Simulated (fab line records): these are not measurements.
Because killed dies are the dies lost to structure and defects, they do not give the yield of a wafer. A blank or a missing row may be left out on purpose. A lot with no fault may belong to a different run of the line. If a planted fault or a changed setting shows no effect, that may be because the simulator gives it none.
Chamber matching + flow nand harc + rie si-02 running NHARC_P_STI_ETCH_15: 4 sister chambers
The step etches the open film in HBr/Cl2, target depth 300 nm, time 100.1 s. 8 wafers are shown with their chamber, then 9 later ones without.

## WAFERS PAIRED WITH THEIR CHAMBERS
| wafer  | chamber | drypump motor current A (A) | throttle valve pct (%) |
|--------|---------|-----------------------------|------------------------|
| L815.1 | 1       | 6.1                         | 26.402                 |
| L815.5 | 0       | 5.4                         | 26.420                 |
| L817.2 | 1       | 6.2                         | 26.400                 |
| L817.4 | 3       | 5.7                         | 26.396                 |
| L817.6 | 2       | 6.5                         | 26.409                 |
| L819.2 | 3       | 5.7                         | 26.400                 |
| L819.4 | 2       | 6.5                         | 26.411                 |
| L819.6 | 0       | 5.4                         | 26.406                 |

## WAFERS WITHOUT THEIR CHAMBER
| wafer  | drypump motor current A (A) | throttle valve pct (%) |
|--------|-----------------------------|------------------------|
| L823.2 | 6.2                         | 26.414                 |
| L823.3 | 5.6                         | 26.404                 |
| L823.4 | 5.4                         | 26.419                 |
| L828.1 | 6.2                         | 26.403                 |
| L828.3 | 5.4                         | 26.413                 |
| L828.6 | 5.4                         | 26.408                 |
| L831.3 | 5.4                         | 26.406                 |
| L831.4 | 5.7                         | 26.401                 |
| L831.6 | 6.6                         | 26.408                 |

## WHICH CHAMBER EACH WENT THROUGH
| wafer  | from the rows above | in truth |
|--------|---------------------|----------|
| L823.2 | 1                   | 1        |
| L823.3 | 3                   | 3        |
| L823.4 | 0                   | 0        |
| L828.1 | 1                   | 1        |
| L828.3 | 0                   | 0        |
| L828.6 | 0                   | 0        |
| L831.3 | 0                   | 0        |
| L831.4 | 3                   | 3        |
| L831.6 | 2                   | 2        |
Placed correctly: 9 of 9. Left unplaced by these rows: 0. 0 placed wrongly.
How it was worked out, from the rows above alone: a wafer's distance from a chamber is the root of the sum, over the readings, of the square of ((its reading less the chamber's mean) divided by the reading's scatter). If the next closest chamber is less than 2 further off than the closest, the wafer can't be placed; otherwise it belongs to the closest. A chamber's mean is the mean of its shown wafers. The scatter is the square root of a quotient: the sum, over the shown wafers, of each reading's squared deviation from its chamber's mean, divided by wafers minus chambers.
